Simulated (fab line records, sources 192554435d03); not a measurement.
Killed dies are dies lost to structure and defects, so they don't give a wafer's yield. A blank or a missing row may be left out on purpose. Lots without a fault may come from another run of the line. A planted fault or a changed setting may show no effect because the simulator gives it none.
Tool commonality check | flow n5_finfet | 12 lots, 33 wafers sampled

WHY IT WAS OPENED
At N5_BEOL_M6_THK_MEAS_01 the reading M6_ILD_THK is flagged on 2 of 12 lots. Wafers without a fault read 155.4 nm, standard deviation 1.8.
Rule: a lot is flagged when every wafer of it that has a number lies more than 4 standard deviations from that mean, or none has a number. The other lots count as sound.

lot  | measured     | on            | M6_ILD_THK (nm), wafer by wafer | flag
L637 | day 9 09:22  | film_metro-01 | 154.9 152.7 154.7               |
L639 | day 10 02:02 | film_metro-01 | 153.6 157.3                     |
L643 | day 10 12:09 | film_metro-01 | 151.4 157.3 154.4               |
L640 | day 10 12:16 | film_metro-01 | 155.3 160.3                     |
L644 | day 11 12:27 | film_metro-01 | 152.8 154.7 158.0               |
L645 | day 11 12:34 | film_metro-02 | 155.5 158.8 155.8               |
L646 | day 11 23:01 | film_metro-01 | 156.6 157.4 155.8               |
L648 | day 12 22:56 | film_metro-02 | 152.3 156.9                     |
L649 | day 13 00:37 | film_metro-01 | 153.5 153.2 156.2               |
L650 | day 13 17:11 | film_metro-02 | 154.4 156.5 157.7               |
L657 | day 14 18:34 | film_metro-02 | 124.4 124.1 125.0               | FLAGGED
L660 | day 16 06:17 | film_metro-01 | 124.3 124.5 124.4               | FLAGGED
The numbers of the flagged lots are 124.5 nm on average: -31.0 nm against the usual, or -17 standard deviations.

WHICH TOOL RAN EACH LOT
The record holds 3 process steps before the reading, out of a route of 1938 steps. In each cell: the tool, then ch and the chambers that the sampled wafers went through, then the start.
lot  | flag    | N5_BEOL_M5_ALD_86                   | N5_BEOL_M5_SURFACE_TREAT_87  | N5_BEOL_M6_ILD_DEP_00
L637 |         | ald_metal-03 ch 1,2,3, day 8 23:56  | pvd_sputter-02, day 9 00:11  | pecvd-01 ch 0,1, day 9 08:19
L639 |         | ald_metal-01 ch 0,3, day 9 19:33    | pvd_sputter-01, day 9 19:46  | pecvd-03 ch 1,2, day 10 01:27
L643 |         | ald_metal-04 ch 0,1,2, day 10 05:40 | pvd_sputter-03, day 10 05:54 | pecvd-01 ch 0,1,2, day 10 11:35
L640 |         | ald_metal-03 ch 0,1, day 10 05:45   | pvd_sputter-03, day 10 05:59 | pecvd-01 ch 0, day 10 11:41
L644 |         | ald_metal-04 ch 0,1,2, day 11 05:49 | pvd_sputter-01, day 11 06:04 | pecvd-03 ch 0,1,2, day 11 11:53
L645 |         | ald_metal-01 ch 0,2, day 11 05:49   | pvd_sputter-03, day 11 06:05 | pecvd-02 ch 0,1,2, day 11 11:59
L646 |         | ald_metal-03 ch 0,1,2, day 11 16:16 | pvd_sputter-03, day 11 16:38 | pecvd-01 ch 0,2, day 11 22:26
L648 |         | ald_metal-04 ch 2,3, day 12 15:23   | pvd_sputter-01, day 12 16:34 | pecvd-03 ch 0,2, day 12 22:20
L649 |         | ald_metal-03 ch 1,2,3, day 12 17:56 | pvd_sputter-02, day 12 18:11 | pecvd-01 ch 0,1,2, day 13 00:03
L650 |         | ald_metal-04 ch 0,2,3, day 13 10:37 | pvd_sputter-02, day 13 10:54 | pecvd-01 ch 0,1,2, day 13 16:36
L657 | FLAGGED | ald_metal-04 ch 1,2,3, day 14 12:01 | pvd_sputter-03, day 14 12:19 | pecvd-03 ch 0,1,2, day 14 17:59
L660 | FLAGGED | ald_metal-04 ch 0,2, day 15 23:47   | pvd_sputter-01, day 16 00:01 | pecvd-03 ch 0,1,2, day 16 05:43
What these steps do:
- N5_BEOL_M5_ALD_86: deposits TaN, pulse time 2 s, purge time 3 s, co reactant purge time 2 s.
- N5_BEOL_M5_SURFACE_TREAT_87
- N5_BEOL_M6_ILD_DEP_00: deposits SiCOH lowk from DEMS/porogen, target thk 179.75 nm, time 33.4 s.
- N5_BEOL_M6_THK_MEAS_01

FLAGGED OVER TOTAL, TOOL BY TOOL (the gauges that took the reading come last)
step                        | tool           | lots run | flagged | share of the flagged lots | sound lots run after its first flagged lot
N5_BEOL_M5_ALD_86           | ald_metal-01   | 2        | 0       | none                      | -
N5_BEOL_M5_ALD_86           | ald_metal-03   | 4        | 0       | none                      | -
N5_BEOL_M5_ALD_86           | ald_metal-04   | 6        | 2       | all                       | 0
N5_BEOL_M5_SURFACE_TREAT_87 | pvd_sputter-01 | 4        | 1       | some                      | 0
N5_BEOL_M5_SURFACE_TREAT_87 | pvd_sputter-02 | 3        | 0       | none                      | -
N5_BEOL_M5_SURFACE_TREAT_87 | pvd_sputter-03 | 5        | 1       | some                      | 0
N5_BEOL_M6_ILD_DEP_00       | pecvd-01       | 6        | 0       | none                      | -
N5_BEOL_M6_ILD_DEP_00       | pecvd-02       | 1        | 0       | none                      | -
N5_BEOL_M6_ILD_DEP_00       | pecvd-03       | 5        | 2       | all                       | 0
N5_BEOL_M6_THK_MEAS_01      | film_metro-01  | 8        | 1       | some                      | 0
N5_BEOL_M6_THK_MEAS_01      | film_metro-02  | 4        | 1       | some                      | 0

WHAT THE TABLE ALLOWS
2 rows of the table ran every flagged lot: ald_metal-04 at N5_BEOL_M5_ALD_86, pecvd-03 at N5_BEOL_M6_ILD_DEP_00.
- ald_metal-04 at N5_BEOL_M5_ALD_86: 2 of its 6 lots flagged. Its last sound lot is L650 (day 13 10:37), its first flagged lot L657 (day 14 12:01): a fault that began between those two fits.
- pecvd-03 at N5_BEOL_M6_ILD_DEP_00: 2 of its 5 lots flagged. Its last sound lot is L648 (day 12 22:20), its first flagged lot L657 (day 14 17:59): a fault that began between those two fits.
Counting lots can't tell these 2 tools apart, because each fits a fault that began at some hour. More lots, or a look at what each step does to the wafer, might.

WHAT THE SIMULATOR HAD PUT IN
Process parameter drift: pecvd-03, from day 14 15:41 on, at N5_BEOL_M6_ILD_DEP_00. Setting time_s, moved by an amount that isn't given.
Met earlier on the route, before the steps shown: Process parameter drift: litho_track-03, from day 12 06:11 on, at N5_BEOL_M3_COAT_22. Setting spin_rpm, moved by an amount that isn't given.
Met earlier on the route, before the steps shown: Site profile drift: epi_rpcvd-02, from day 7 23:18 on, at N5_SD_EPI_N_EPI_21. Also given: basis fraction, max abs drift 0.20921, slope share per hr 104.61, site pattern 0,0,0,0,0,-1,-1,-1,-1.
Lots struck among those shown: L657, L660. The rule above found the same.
